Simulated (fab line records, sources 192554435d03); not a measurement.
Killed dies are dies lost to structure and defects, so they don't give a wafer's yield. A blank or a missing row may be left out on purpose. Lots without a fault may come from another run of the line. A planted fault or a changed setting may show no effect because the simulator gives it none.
Which tool did it? | flow n5_finfet | 14 lots, 42 wafers sampled, at 1 step of a route of 1938

WHAT THE GAUGES READ, wafer by wafer
N5_BEOL_M13_OVL_MEAS_11. Usual: V12_OVL 1 nm, standard deviation 5.3.
lot  | measured     | on         | V12_OVL (nm) | flag
L659 | day 12 14:14 | overlay-01 | 7 0 0        |
L661 | day 13 14:18 | overlay-02 | -5 -5 -2     |
L657 | day 13 14:59 | overlay-01 | -2 1 -6      |
L662 | day 13 15:49 | overlay-02 | -8 7 -7      |
L658 | day 14 06:59 | overlay-01 | 4 -6 -4      |
L664 | day 14 07:34 | overlay-02 | 5 4 8        |
L666 | day 14 16:20 | overlay-01 | -1 5 2       |
L674 | day 16 20:22 | overlay-02 | 2 1 -1       |
L673 | day 17 06:23 | overlay-02 | 2 -4 -2      |
L675 | day 17 07:20 | overlay-02 | -4 8 0       |
L676 | day 17 14:00 | overlay-02 | 0 -7 -4      |
L678 | day 18 17:40 | overlay-01 | 3 2 -2       |
L679 | day 18 19:17 | overlay-01 | -2 -8 -1     |
L680 | day 19 17:13 | overlay-01 | 3 6 -5       |

WHICH TOOL RAN EACH LOT (tool, then ch and the chambers of the sampled wafers, then the start)
The record holds no process step before these readings.

WHAT THE TOOLS THEMSELVES READ (means of the sampled wafers that have a number; where no wafer has one, the mark that the record gives instead)
The record holds no such reading with a usual standard deviation.

THE ANSWER, worked out from the rows above alone
Rule: a lot is off if the mean of its wafers that have a number lies more than 3 standard deviations from the usual mean. A lot without any number at a reading at which 4 lots or more have one is off too. The other lots that the step has rows for count as sound. The gauges are gone through in route order, then the tools' own readings, and for those a lot's mean is taken as printed above. The first step at which some lot is off is used, and at that step the reading that is off furthest; a lot without a number counts as furthest.
No lot is off at any reading shown: from this, nothing can be told.

WHAT THE SIMULATOR HAD PUT IN
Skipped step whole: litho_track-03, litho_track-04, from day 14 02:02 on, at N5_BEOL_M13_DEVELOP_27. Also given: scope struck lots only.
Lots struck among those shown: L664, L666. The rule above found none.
